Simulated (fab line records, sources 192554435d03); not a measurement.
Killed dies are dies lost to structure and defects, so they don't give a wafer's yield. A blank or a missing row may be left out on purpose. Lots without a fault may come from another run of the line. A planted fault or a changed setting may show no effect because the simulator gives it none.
Split-lot experiment | flow n5_finfet | 7 lots, 21 wafers read, on a route of 1938 steps

THE SPLIT
At N5_BEOL_M9_EXPOSE_25 (exposes mask V8), the setting dose_mj was moved away from the recipe's 37.25 on 5 of the 21 wafers read, by -6.6% to +3.4%. The other wafers ran this setting at the recipe's value.

FROM THE SPLIT TO THE READING: what the file shows between them, 2 steps
- N5_BEOL_M9_PEB_26: peb time 60 s
- N5_BEOL_M9_DEVELOP_27: develop time 30 s

THE READING
cd_nm, in nm, at N5_BEOL_M9_CD_MEAS_28 (target cd 70 nm). Fault-free wafers of this fab line usually give 70.1 nm, standard deviation 0.31 nm.

wafer  | tool, chamber at the split | dose_mj as run | against the recipe | cd_nm, nm | against lot-mates on the recipe
L075.2 | euv_scanner-02, 0          | 38.53          | +3.4%              | 71.4      | +0.7
L075.3 | euv_scanner-02, 0          | 38.53          | +3.4%              | 71.2      | +0.5
L075.5 | euv_scanner-02, 0          | 37.25          | recipe             | 70.7      | -
L083.1 | euv_scanner-02, 0          | 37.25          | recipe             | 69.8      | -
L083.2 | euv_scanner-02, 0          | 37.25          | recipe             | 70.3      | -
L083.5 | euv_scanner-02, 0          | 37.25          | recipe             | 70.0      | -
L087.2 | euv_scanner-01, 0          | 37.25          | recipe             | 70.2      | -
L087.5 | euv_scanner-01, 0          | 34.8           | -6.6%              | 68.8      | -1.3
L087.6 | euv_scanner-01, 0          | 37.25          | recipe             | 69.9      | -
L089.2 | euv_scanner-01, 0          | 35.02          | -6.0%              | 68.7      | -1.6
L089.5 | euv_scanner-01, 0          | 37.25          | recipe             | 70.2      | -
L089.6 | euv_scanner-01, 0          | 37.25          | recipe             | 70.4      | -
L095.4 | euv_scanner-02, 0          | 37.25          | recipe             | 70.0      | -
L095.5 | euv_scanner-02, 0          | 37.25          | recipe             | 69.6      | -
L095.6 | euv_scanner-02, 0          | 37.25          | recipe             | 70.5      | -
L093.1 | euv_scanner-02, 0          | 37.25          | recipe             | 69.9      | -
L093.2 | euv_scanner-02, 0          | 37.25          | recipe             | 70.0      | -
L093.5 | euv_scanner-02, 0          | 37.25          | recipe             | 70.0      | -
L094.1 | euv_scanner-02, 0          | 37.25          | recipe             | 70.4      | -
L094.3 | euv_scanner-02, 0          | 37.25          | recipe             | 70.0      | -
L094.4 | euv_scanner-02, 0          | 34.86          | -6.4%              | 69.2      | -1.0

THE FIT
A straight line over all 21 wafers: cd_nm changes by +0.222 nm for each +1% of dose_mj; r = +0.89; the points scatter about the line by 0.31 nm.
The same after taking each lot's own level away (the mean of its wafers on the recipe; 21 wafers): +0.196 nm for each +1%; r = +0.92; scatter 0.23 nm.
On that fit, the largest move of dose_mj shifts the reading by 1.3 nm.
The lots' own levels span 69.97 to 70.70 nm, that is 2.4 times the standard deviation above.
So the lot-to-lot level changes the slope: the two fits differ.
Check: with one of the wafers moved furthest among these (-6.6%) left out of the fit, the line predicts -1.32 nm for it against its lot-mates. It came out at -1.25 nm against them.

OTHER SPLITS ON THESE WAFERS
These wafers also went through other splits before the reading. Each is held against what the fit with the lots' levels taken away leaves over:
other split on the same wafers    | wafers away from the commonest value | r with cd_nm (lot level and that fit taken away)
N5_BEOL_M9_HM_DEP_02 target_thk_a | 8                                    | -0.11
N5_BEOL_M9_ETCH_62 source_w       | 5                                    | +0.07

THE FILE'S OWN FIT
cd_nm changes by +0.203 nm for each +1% of dose_mj, r = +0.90.
